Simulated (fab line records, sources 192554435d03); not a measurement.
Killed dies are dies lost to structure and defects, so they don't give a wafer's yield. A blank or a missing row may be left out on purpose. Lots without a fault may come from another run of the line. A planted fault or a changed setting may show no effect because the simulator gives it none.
Chamber matching | flow n5_finfet | N5_BEOL_M8_ETCH_61 on rie_diel-05: 4 sister chambers
The step etches SiARC in CF4, target depth 45.5 nm, time 75.8 s. 4 wafers are shown with their chamber, then 9 later ones without.

WAFERS WITH THEIR CHAMBER
wafer  | chamber | showerhead_plenum_p_Torr (Torr)
L083.5 | 3       | 2.11
L086.1 | 0       | 2.08
L088.3 | 1       | 2.08
L088.5 | 2       | 2.17

WAFERS WITHOUT THEIR CHAMBER
wafer  | showerhead_plenum_p_Torr (Torr)
L093.1 | 2.11
L093.3 | 2.07
L093.6 | 2.17
L095.3 | 2.07
L095.4 | 2.17
L095.5 | 2.08
L097.1 | 2.17
L097.2 | 2.10
L097.3 | 2.08

WHICH CHAMBER EACH WENT THROUGH
wafer  | from the rows above          | in truth
L093.1 | 3                            | 3
L093.3 | can't be placed: 0 or 1      | 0
L093.6 | 2                            | 2
L095.3 | can't be placed: 0 or 1      | 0
L095.4 | 2                            | 2
L095.5 | can't be placed: 0 or 1      | 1
L097.1 | 2                            | 2
L097.2 | can't be placed: 3 or 0 or 1 | 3
L097.3 | can't be placed: 0 or 1      | 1
Placed correctly: 4 of 9. Can't be placed from these rows: 5 (the true chamber is among the candidates in 5). Placed wrongly: 0.
How it was worked out, from the rows above alone: a wafer's distance from a chamber is the root of the sum, over the readings, of the square of ((its reading less the chamber's mean) divided by the reading's scatter). The wafer belongs to the nearest chamber; if the next one is less than 2 further off, it can't be placed. A chamber's mean is the mean of its shown wafers. The scatter: with one shown wafer a chamber, the root of the mean of the squares of how far each hidden wafer lies from its nearest shown one.
